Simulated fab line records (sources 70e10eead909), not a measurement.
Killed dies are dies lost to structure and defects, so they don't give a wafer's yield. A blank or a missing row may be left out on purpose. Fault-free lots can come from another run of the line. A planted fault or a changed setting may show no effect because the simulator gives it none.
Matching of chambers -- flow nandHarc -- cmp-04 running NHARC_A_CHANNEL_FILL_D1_CMP_10: 4 sister chambers
The step polishes, target thk 150 nm. 22 wafers are shown with their chamber, then 11 later ones without.

== EACH WAFER AND ITS CHAMBER ==
wafer,chamber,motorCurrentA (A),timeToEndpointS (s)
L074.2,3,12.8,12.9
L074.3,0,12.0,13.9
L074.6,1,13.3,11.3
L076.1,3,12.7,11.6
L076.2,0,11.9,13.6
L076.4,2,12.0,13.2
L076.3,1,13.0,8.4
L076.5,3,12.8,13.3
L076.6,2,12.1,14.2
L077.1,0,11.3,15.5
L077.3,3,12.7,12.8
L077.5,3,12.9,11.5
L078.1,2,11.7,15.0
L078.2,1,12.9,12.4
L078.5,2,12.3,15.0
L079.1,3,12.4,16.9
L079.3,2,12.3,17.1
L079.4,1,13.0,15.8
L080.1,2,11.1,11.8
L080.3,1,13.2,10.2
L080.5,1,13.0,9.0
L084.2,0,11.7,18.4

SIGNATURES, as means of the wafers listed above
reading,chamber 0,chamber 1,chamber 2,chamber 3,scatter within a chamber
motorCurrentA,11.725,13.067,11.917,12.717,0.298
timeToEndpointS,15.350,11.183,14.383,13.167,2.19
Rule: for each reading, subtract the chamber's mean from the wafer's reading, divide by that reading's scatter and square the result; add these up over the readings and take the root, which gives the wafer's distance from the chamber. If the next closest chamber is less than 2 further off than the closest, the wafer can't be placed; otherwise it belongs to the closest. How the scatter is found: for the shown wafers, subtract from each reading the mean of its chamber, square and add these, divide the total by (wafers less chambers), then take the root.

== WAFERS WHOSE CHAMBER IS MISSING ==
wafer,motorCurrentA (A),timeToEndpointS (s)
L084.4,13.2,13.7
L084.5,11.7,15.5
L085.1,11.9,12.4
L085.2,12.0,14.5
L085.6,11.9,16.4
L092.2,12.5,12.9
L092.5,12.1,10.4
L092.6,12.7,12.2
L097.1,12.3,14.2
L097.2,12.0,15.8
L097.3,12.5,14.1

== EACH ONE'S CHAMBER ==
wafer,from the rows above,in truth
L084.4,can't be placed: 1 or 3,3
L084.5,can't be placed: 0 or 2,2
L085.1,can't be placed: 2 or 0 or 3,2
L085.2,can't be placed: 2 or 0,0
L085.6,can't be placed: 0 or 2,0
L092.2,can't be placed: 3 or 1 or 2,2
L092.5,can't be placed: 2 or 3 or 0 or 1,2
L092.6,can't be placed: 3 or 1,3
L097.1,can't be placed: 2 or 3 or 0 or 1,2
L097.2,can't be placed: 2 or 0 or 3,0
L097.3,can't be placed: 3 or 2 or 1 or 0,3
Correct placement for 0 of the 11. Not placeable from these rows: 11 (in 11, the candidates include the true chamber). Wrongly placed: 0.
